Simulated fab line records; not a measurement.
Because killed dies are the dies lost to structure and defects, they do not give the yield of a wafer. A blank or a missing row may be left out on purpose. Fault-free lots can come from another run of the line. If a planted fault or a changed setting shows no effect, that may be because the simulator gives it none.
fab line records	flow nandHarc
record: lots: 24	wafers: 72	lastDay: 33
route steps=1302 shown A_BLC@1136 A_M0@1147 A_M1@1185
lots untouched by any fault: they come from a run of this same line in which no faults occurred
startH: hours from the record's opening day to when the first of the lot's shown wafers began	waitH: hours since the lot's step before	" unchanged from the row above	L1.1+2: a row that stands for several wafers	- no value present, or no start provided	* or withheld: withheld	< > ~ a bound
route shown NAME@n: names a module that has steps shown in the file, with the first one's number in the route	usual: mean and standard deviation over wafers with no fault	same: alike in all rows	chamber/n: place in a boat	sites: the reading at each site	_std_site: the values' standard deviation	_edge_site: outer sites' mean less inner sites'	radiusMm: how far each site lies from the wafer's centre	mask NAME#n: copy n	behind: the tool/chamber that last shaped the wafer	hold: what put the lot on hold/how long, in hours/how the hold closed	device: transistor that didn't switch, given as n, p or np	end of line: the same wafers' tests at the end of the route	where a step has no rows: the recipe by itself	killed: dies that structure and defects cost at the first sort, which is not the same as the wafer's yield	map: a wafer's dies, marking killed ones x, the rest . and places with no die _
set.NAME: the setting the step ran with; set.NAME@STEP: the setting that earlier step ran with	model.NAME: the simulator's own value behind a step, which no gauge read
the route's steps for a sample of lots (tables are steps, rows are wafers)
services: when a tool's chamber went out of use (startH, in hours from the record's first day, below 0 if earlier), for how many hours, and the reason
== steps ==
step: NHARC_A_BLC_INSPECT_28
usual: rawDefectCount: 495/90
lot.wafer	tool	chamber	startH	waitH	rawDefectCount
L074.2	defectInspect-01	-	531.73	0.1	685
L074.3	"	-	"	"	508
L074.6	"	-	"	"	459
L075.4	defectInspect-01	-	537.29	0.1	659
L075.5	"	-	"	"	546
L075.6	"	-	"	"	491
L077.2	defectInspect-01	-	550.91	0.1	517
L077.4	"	-	"	"	533
L077.5	"	-	"	"	495
L076.2	defectInspect-01	-	553.40	0.1	507
L076.3	"	-	"	"	494
L076.6	"	-	"	"	441
L078.1	defectInspect-01	-	567.70	0.1	473
L078.3	"	-	"	"	482
L078.6	"	-	"	"	399
L079.1	defectInspect-01	-	571.93	0.1	462
L079.4	"	-	"	"	462
L079.5	"	-	"	"	433
L080.1	defectInspect-02	-	595.87	0.1	545
L080.2	"	-	"	"	659
L080.4	"	-	"	"	454
L081.2	defectInspect-02	-	596.20	0.1	543
L081.3	"	-	"	"	554
L081.4	"	-	"	"	598
L082.1	defectInspect-01	-	608.07	0.1	527
L082.3	"	-	"	"	397
L082.5	"	-	"	"	499
L083.3	defectInspect-02	-	615.07	0.1	459
L083.5	"	-	"	"	538
L083.6	"	-	"	"	483
L085.2	defectInspect-01	-	626.85	0.1	529
L085.4	"	-	"	"	561
L085.5	"	-	"	"	425
L084.2	defectInspect-01	-	628.49	0.1	473
L084.3	"	-	"	"	499
L084.6	"	-	"	"	551
L086.3	defectInspect-01	-	642.43	0.1	454
L086.5	"	-	"	"	575
L086.6	"	-	"	"	502
L087.1	defectInspect-01	-	663.78	0.1	518
L087.5	"	-	"	"	595
L087.6	"	-	"	"	433
L089.1	defectInspect-01	-	670.25	0.1	473
L089.5	"	-	"	"	464
L089.6	"	-	"	"	515
L088.2	defectInspect-01	-	672.26	0.1	507
L088.3	"	-	"	"	519
L088.6	"	-	"	"	506
L090.1	defectInspect-01	-	677.69	0.1	416
L090.2	"	-	"	"	434
L090.5	"	-	"	"	476
L091.2	defectInspect-01	-	681.29	0.1	326
L091.4	"	-	"	"	372
L091.5	"	-	"	"	353
L092.1	defectInspect-02	-	697.15	0.1	433
L092.3	"	-	"	"	475
L092.5	"	-	"	"	489
L094.1	defectInspect-01	-	712.06	0.1	514
L094.2	"	-	"	"	489
L094.3	"	-	"	"	529
L093.1	defectInspect-02	-	713.41	0.1	525
L093.2	"	-	"	"	686
L093.4	"	-	"	"	393
L095.1	defectInspect-01	-	736.64	0.1	478
L095.3	"	-	"	"	469
L095.4	"	-	"	"	397
L096.2	defectInspect-01	-	744.27	0.1	384
L096.4	"	-	"	"	427
L096.6	"	-	"	"	522
L097.1	defectInspect-01	-	745.70	0.1	586
L097.3	"	-	"	"	652
L097.4	"	-	"	"	544
step: NHARC_A_M0_CD_MEAS_09
recipe: targetCdNm: 80	landingEnergyEv: 500
usual: cdNm: 79.8/0.46
lot.wafer	tool	chamber	startH	waitH	cdNm
L074.2	cdSem-01	0	532.62	-	79.8
L074.3	"	0	"	"	78.7
L074.6	"	0	"	"	79.8
L075.4	cdSem-02	0	538.07	-	80.4
L075.5	"	0	"	"	80.1
L075.6	"	0	"	"	80.3
L077.2	cdSem-02	0	551.82	-	80.0
L077.4	"	0	"	"	79.9
L077.5	"	0	"	"	79.4
L076.2	cdSem-03	0	554.36	-	79.9
L076.3	"	0	"	"	79.4
L076.6	"	0	"	"	80.1
L078.1	cdSem-03	0	568.48	-	79.9
L078.3	"	0	"	"	80.3
L078.6	"	0	"	"	80.3
L079.1	cdSem-02	0	572.83	-	79.2
L079.4	"	0	"	"	79.1
L079.5	"	0	"	"	80.0
L080.1	cdSem-02	0	596.77	-	80.5
L080.2	"	0	"	"	80.7
L080.4	"	0	"	"	79.6
L081.2	cdSem-03	0	596.98	-	79.6
L081.3	"	0	"	"	79.9
L081.4	"	0	"	"	80.3
L082.1	cdSem-01	0	608.84	-	79.2
L082.3	"	0	"	"	78.9
L082.5	"	0	"	"	79.2
L083.3	cdSem-03	0	615.97	-	79.9
L083.5	"	0	"	"	78.9
L083.6	"	0	"	"	79.4
L085.2	cdSem-03	0	627.75	-	79.4
L085.4	"	0	"	"	79.7
L085.5	"	0	"	"	80.1
L084.2	cdSem-01	0	629.39	-	80.2
L084.3	"	0	"	"	80.1
L084.6	"	0	"	"	79.9
L086.3	cdSem-01	0	643.34	-	78.9
L086.5	"	0	"	"	79.7
L086.6	"	0	"	"	79.7
L087.1	cdSem-01	0	664.68	-	80.2
L087.5	"	0	"	"	80.3
L087.6	"	0	"	"	79.6
L089.1	cdSem-03	0	671.19	-	79.9
L089.5	"	0	"	"	79.7
L089.6	"	0	"	"	79.6
L088.2	cdSem-03	0	673.19	-	80.7
L088.3	"	0	"	"	80.2
L088.6	"	0	"	"	79.2
L090.1	cdSem-01	0	678.60	-	79.7
L090.2	"	0	"	"	80.0
L090.5	"	0	"	"	79.5
L091.2	cdSem-01	0	682.20	-	80.2
L091.4	"	0	"	"	79.4
L091.5	"	0	"	"	79.6
L092.1	cdSem-03	0	698.05	-	80.2
L092.3	"	0	"	"	79.9
L092.5	"	0	"	"	79.9
L094.1	cdSem-03	0	712.97	-	79.9
L094.2	"	0	"	"	79.2
L094.3	"	0	"	"	80.6
L093.1	cdSem-01	0	714.18	-	79.2
L093.2	"	0	"	"	79.7
L093.4	"	0	"	"	79.9
L095.1	cdSem-01	0	737.54	-	79.8
L095.3	"	0	"	"	79.5
L095.4	"	0	"	"	80.1
L096.2	cdSem-03	0	745.20	-	80.0
L096.4	"	0	"	"	80.5
L096.6	"	0	"	"	80.2
L097.1	cdSem-03	0	746.60	-	79.6
L097.3	"	0	"	"	79.7
L097.4	"	0	"	"	79.8
step: NHARC_A_M0_OVL_MEAS_10
recipe: pitchNm: 160
usual: overlayXNm: 0.1/0.63	overlayYNm: 0.1/0.86
lot.wafer	tool	chamber	startH	waitH	overlayXNm	overlayYNm
L074.2	overlay-02	-	532.71	-	0.1	0.4
L074.3	"	-	"	"	-0.1	0.7
L074.6	"	-	"	"	0.7	0.3
L075.4	overlay-02	-	538.16	-	-0.1	-0.6
L075.5	"	-	"	"	0.1	0.0
L075.6	"	-	"	"	-0.6	0.6
L077.2	overlay-02	-	551.90	-	-1.4	-0.1
L077.4	"	-	"	"	-1.3	-0.4
L077.5	"	-	"	"	-1.5	-0.2
L076.2	overlay-01	-	554.44	-	0.0	0.4
L076.3	"	-	"	"	0.5	0.2
L076.6	"	-	"	"	-0.1	0.7
L078.1	overlay-02	-	568.56	-	-0.3	-0.7
L078.3	"	-	"	"	-0.1	-0.2
L078.6	"	-	"	"	0.1	-0.5
L079.1	overlay-02	-	572.92	-	0.0	-0.5
L079.4	"	-	"	"	0.4	-0.6
L079.5	"	-	"	"	-0.2	0.4
L080.1	overlay-02	-	596.85	-	0.0	-0.5
L080.2	"	-	"	"	-0.1	-0.3
L080.4	"	-	"	"	0.0	-0.7
L081.2	overlay-01	-	597.07	-	1.0	0.3
L081.3	"	-	"	"	0.9	0.4
L081.4	"	-	"	"	0.7	0.0
L082.1	overlay-01	-	608.93	-	-0.1	-0.3
L082.3	"	-	"	"	0.6	-0.6
L082.5	"	-	"	"	0.0	-0.6
L083.3	overlay-02	-	616.05	-	-1.6	1.8
L083.5	"	-	"	"	-1.4	1.9
L083.6	"	-	"	"	-1.5	2.0
L085.2	overlay-01	-	627.84	-	0.3	-0.9
L085.4	"	-	"	"	1.2	-0.6
L085.5	"	-	"	"	0.9	-1.2
L084.2	overlay-01	-	629.48	-	0.0	0.0
L084.3	"	-	"	"	-0.1	0.1
L084.6	"	-	"	"	0.2	0.2
L086.3	overlay-01	-	643.42	-	0.5	0.2
L086.5	"	-	"	"	0.0	-0.3
L086.6	"	-	"	"	0.0	-0.6
L087.1	overlay-01	-	664.77	-	-0.4	-1.2
L087.5	"	-	"	"	0.3	-1.3
L087.6	"	-	"	"	0.6	-1.3
L089.1	overlay-01	-	671.28	-	0.5	-0.1
L089.5	"	-	"	"	0.3	0.3
L089.6	"	-	"	"	0.8	0.3
L088.2	overlay-01	-	673.28	-	0.2	0.4
L088.3	"	-	"	"	0.4	0.1
L088.6	"	-	"	"	0.1	0.4
L090.1	overlay-02	-	678.68	-	0.6	2.4
L090.2	"	-	"	"	0.5	2.1
L090.5	"	-	"	"	0.5	2.7
L091.2	overlay-02	-	682.29	-	1.3	-0.1
L091.4	"	-	"	"	0.7	-0.1
L091.5	"	-	"	"	0.8	0.5
L092.1	overlay-02	-	698.14	-	0.5	1.3
L092.3	"	-	"	"	1.2	1.2
L092.5	"	-	"	"	1.2	0.7
L094.1	overlay-02	-	713.06	-	0.4	0.4
L094.2	"	-	"	"	0.1	0.4
L094.3	"	-	"	"	0.2	0.7
L093.1	overlay-01	-	714.27	-	0.3	0.1
L093.2	"	-	"	"	0.3	0.3
L093.4	"	-	"	"	0.6	-0.2
L095.1	overlay-02	-	737.63	-	0.1	-0.7
L095.3	"	-	"	"	-0.6	0.3
L095.4	"	-	"	"	-0.4	-0.7
L096.2	overlay-01	-	745.28	-	-0.7	-1.5
L096.4	"	-	"	"	0.5	-1.1
L096.6	"	-	"	"	-0.6	-1.1
L097.1	overlay-02	-	746.69	-	0.2	1.3
L097.3	"	-	"	"	0.3	0.8
L097.4	"	-	"	"	-0.4	0.7
step: NHARC_A_M0_DEGAS_28
recipe: tempC: 250	timeS: 60
usual: heaterPowerW: 313/26
lot.wafer	tool	chamber	startH	waitH	heaterPowerW
L074.2	pvdSputter-02	-	533.72	-	286
L074.3	"	-	"	"	290
L074.6	"	-	"	"	289
L075.4	pvdSputter-02	-	539.17	-	296
L075.5	"	-	"	"	301
L075.6	"	-	"	"	297
L077.4	pvdSputter-03	-	552.91	-	283
L077.2	"	-	"	"	345
L077.5	"	-	"	"	290
L076.3	pvdSputter-01	-	555.47	-	361
L076.2	"	-	"	"	299
L076.6	"	-	"	"	353
L078.1	pvdSputter-01	-	569.58	-	351
L078.3	"	-	"	"	364
L078.6	"	-	"	"	354
L079.1	pvdSputter-02	-	574.00	-	310
L079.4	"	-	"	"	301
L079.5	"	-	"	"	296
L080.4	pvdSputter-02	-	597.87	-	290
L080.2	"	-	"	"	307
L080.1	"	-	"	"	297
L081.4	pvdSputter-01	-	598.09	-	344
L081.3	"	-	"	"	306
L081.2	"	-	"	"	338
L082.1	pvdSputter-01	-	610.00	-	317
L082.3	"	-	"	"	368
L082.5	"	-	"	"	364
L083.3	pvdSputter-03	-	617.12	-	320
L083.5	"	-	"	"	287
L083.6	"	-	"	"	354
L085.4	pvdSputter-02	-	628.86	-	296
L085.2	"	-	"	"	303
L085.5	"	-	"	"	303
L084.2	pvdSputter-02	-	630.49	-	303
L084.3	"	-	"	"	293
L084.6	"	-	"	"	302
L086.3	pvdSputter-03	-	644.46	-	283
L086.6	"	-	"	"	354
L086.5	"	-	"	"	324
L087.1	pvdSputter-01	-	665.80	-	314
L087.5	"	-	"	"	353
L087.6	"	-	"	"	332
L089.1	pvdSputter-02	-	672.30	-	326
L089.6	"	-	"	"	286
L089.5	"	-	"	"	326
L088.2	pvdSputter-03	-	674.30	-	324
L088.3	"	-	"	"	285
L088.6	"	-	"	"	323
L090.1	pvdSputter-03	-	679.75	-	321
L090.2	"	-	"	"	285
L090.5	"	-	"	"	279
L091.4	pvdSputter-01	-	683.30	-	332
L091.2	"	-	"	"	305
L091.5	"	-	"	"	335
L092.3	pvdSputter-02	-	699.16	-	297
L092.1	"	-	"	"	288
L092.5	"	-	"	"	294
L094.1	pvdSputter-02	-	714.06	-	293
L094.2	"	-	"	"	325
L094.3	"	-	"	"	282
L093.2	pvdSputter-02	-	715.28	-	324
L093.1	"	-	"	"	282
L093.4	"	-	"	"	306
L095.3	pvdSputter-01	-	738.65	-	350
L095.1	"	-	"	"	310
L095.4	"	-	"	"	332
L096.2	pvdSputter-02	-	746.30	-	322
L096.4	"	-	"	"	286
L096.6	"	-	"	"	327
L097.3	pvdSputter-02	-	747.71	-	296
L097.1	"	-	"	"	289
L097.4	"	-	"	"	323
step: NHARC_A_M1_CD_MEAS_16
usual: cdNm: 119.4/0.69
lot.wafer	tool	chamber	startH	waitH	cdNm
L074.2	cdSem-03	-	537.13	-	119.5
L074.3	"	-	"	"	120.6
L074.6	"	-	"	"	121.3
L075.4	cdSem-02	-	542.63	-	119.6
L075.5	"	-	"	"	119.4
L075.6	"	-	"	"	119.5
L077.2	cdSem-02	-	556.86	-	119.1
L077.4	"	-	"	"	119.3
L077.5	"	-	"	"	118.3
L076.2	cdSem-02	-	558.91	-	118.7
L076.3	"	-	"	"	119.1
L076.6	"	-	"	"	119.1
L078.1	cdSem-01	-	573.45	-	119.3
L078.3	"	-	"	"	119.8
L078.6	"	-	"	"	119.5
L079.1	cdSem-02	-	577.53	-	118.9
L079.4	"	-	"	"	119.7
L079.5	"	-	"	"	118.6
L080.1	cdSem-03	-	601.28	-	119.2
L080.2	"	-	"	"	119.3
L080.4	"	-	"	"	119.0
L081.2	cdSem-01	-	601.58	-	120.0
L081.3	"	-	"	"	120.7
L081.4	"	-	"	"	118.9
L082.1	cdSem-02	-	613.31	-	120.1
L082.3	"	-	"	"	119.5
L082.5	"	-	"	"	118.8
L083.3	cdSem-01	-	620.55	-	119.8
L083.5	"	-	"	"	120.4
L083.6	"	-	"	"	119.5
L085.2	cdSem-02	-	632.15	-	119.7
L085.4	"	-	"	"	120.2
L085.5	"	-	"	"	120.1
L084.2	cdSem-01	-	633.91	-	120.1
L084.3	"	-	"	"	121.1
L084.6	"	-	"	"	120.5
L086.3	cdSem-03	-	647.95	-	119.7
L086.5	"	-	"	"	120.1
L086.6	"	-	"	"	119.2
L087.1	cdSem-01	-	669.22	-	118.8
L087.5	"	-	"	"	119.3
L087.6	"	-	"	"	118.6
L089.1	cdSem-02	-	675.72	-	119.7
L089.5	"	-	"	"	119.7
L089.6	"	-	"	"	119.2
L088.2	cdSem-01	-	677.73	-	118.5
L088.3	"	-	"	"	118.5
L088.6	"	-	"	"	118.4
L090.1	cdSem-03	-	683.19	-	117.8
L090.2	"	-	"	"	118.4
L090.5	"	-	"	"	119.0
L091.2	cdSem-02	-	686.72	-	119.1
L091.4	"	-	"	"	119.2
L091.5	"	-	"	"	119.3
L092.1	cdSem-03	-	702.73	-	118.3
L092.3	"	-	"	"	119.0
L092.5	"	-	"	"	118.0
L094.1	cdSem-01	-	717.52	-	120.3
L094.2	"	-	"	"	120.0
L094.3	"	-	"	"	119.2
L093.1	cdSem-01	-	718.73	-	119.9
L093.2	"	-	"	"	120.3
L093.4	"	-	"	"	119.7
L095.1	cdSem-02	-	742.08	-	120.6
L095.3	"	-	"	"	120.9
L095.4	"	-	"	"	119.7
L096.2	cdSem-02	-	750.73	0.2	120.2
L096.4	"	-	"	"	119.6
L096.6	"	-	"	"	119.9
L097.1	cdSem-01	-	751.36	-	118.7
L097.3	"	-	"	"	119.6
L097.4	"	-	"	"	118.6
step: NHARC_A_M1_PVD_21
recipe: targetThkA: 300	chamberPressurePa: 5	powerW: 5000	substrateTempC: 30	timeS: 20.49	material: Cu
usual: throttleValvePct: 30.1/0.89
lot.wafer	tool	chamber	startH	waitH	throttleValvePct
L074.3	pvdSputter-03	-	-	-	30.4
L074.2	"	-	"	"	29.6
L074.6	"	-	"	"	30.0
L075.4	pvdSputter-02	-	-	-	30.3
L075.6	"	-	"	"	30.3
L075.5	"	-	"	"	30.2
L077.4	pvdSputter-02	-	-	-	27.7
L077.2	"	-	"	"	30.4
L077.5	"	-	"	"	27.8
L076.3	pvdSputter-03	-	-	-	31.0
L076.2	"	-	"	"	30.2
L076.6	"	-	"	"	31.0
L078.3	pvdSputter-01	-	-	-	30.7
L078.1	"	-	"	"	30.5
L078.6	"	-	"	"	30.7
L079.4	pvdSputter-01	-	-	-	30.8
L079.1	"	-	"	"	30.5
L079.5	"	-	"	"	30.7
L080.2	pvdSputter-02	-	-	-	30.9
L080.4	"	-	"	"	30.1
L080.1	"	-	"	"	30.0
L081.4	pvdSputter-02	-	-	-	30.9
L081.3	"	-	"	"	30.4
L081.2	"	-	"	"	27.9
L082.3	pvdSputter-03	-	-	-	31.3
L082.1	"	-	"	"	29.9
L082.5	"	-	"	"	30.2
L083.3	pvdSputter-01	-	-	-	30.8
L083.6	"	-	"	"	30.5
L083.5	"	-	"	"	29.8
L085.4	pvdSputter-01	-	-	-	30.7
L085.2	"	-	"	"	30.4
L085.5	"	-	"	"	30.4
L084.3	pvdSputter-01	-	-	-	29.9
L084.2	"	-	"	"	30.7
L084.6	"	-	"	"	30.8
L086.3	pvdSputter-02	-	-	-	29.7
L086.6	"	-	"	"	29.9
L086.5	"	-	"	"	28.4
L087.1	pvdSputter-02	-	-	-	28.2
L087.6	"	-	"	"	30.5
L087.5	"	-	"	"	29.7
L089.1	pvdSputter-02	-	-	-	28.0
L089.5	"	-	"	"	29.8
L089.6	"	-	"	"	30.0
L088.2	pvdSputter-01	-	-	-	30.4
L088.3	"	-	"	"	29.9
L088.6	"	-	"	"	30.7
L090.1	pvdSputter-02	-	-	-	29.8
L090.2	"	-	"	"	28.2
L090.5	"	-	"	"	30.1
L091.4	pvdSputter-02	-	-	-	28.1
L091.2	"	-	"	"	29.8
L091.5	"	-	"	"	30.8
L092.1	pvdSputter-01	-	-	-	30.5
L092.3	"	-	"	"	29.9
L092.5	"	-	"	"	30.6
L094.2	pvdSputter-03	-	-	-	30.8
L094.1	"	-	"	"	31.5
L094.3	"	-	"	"	30.1
L093.1	pvdSputter-02	-	-	-	29.5
L093.4	"	-	"	"	29.9
L093.2	"	-	"	"	27.9
L095.4	pvdSputter-03	-	-	-	31.4
L095.3	"	-	"	"	30.1
L095.1	"	-	"	"	30.7
L096.2	pvdSputter-03	-	-	-	28.8
L096.4	"	-	"	"	30.5
L096.6	"	-	"	"	31.4
L097.4	pvdSputter-03	-	-	-	30.0
L097.3	"	-	"	"	30.7
L097.1	"	-	"	"	31.4
== services ==
tool	chamber	startH	hours	kind
pvdSputter-02	-	522.84	4.2	repair
pvdSputter-03	-	526.06	10.0	pm
pvdSputter-01	-	582.04	10.0	pm
pvdSputter-02	-	638.05	10.0	pm
pvdSputter-03	-	638.34	1.9	repair
pvdSputter-01	-	653.96	4.7	repair
pvdSputter-03	-	704.06	10.0	pm
pvdSputter-01	-	723.70	1.7	repair
pvdSputter-03	-	725.93	1.1	repair
pvdSputter-02	-	743.53	2.3	repair
== key ==
fault none
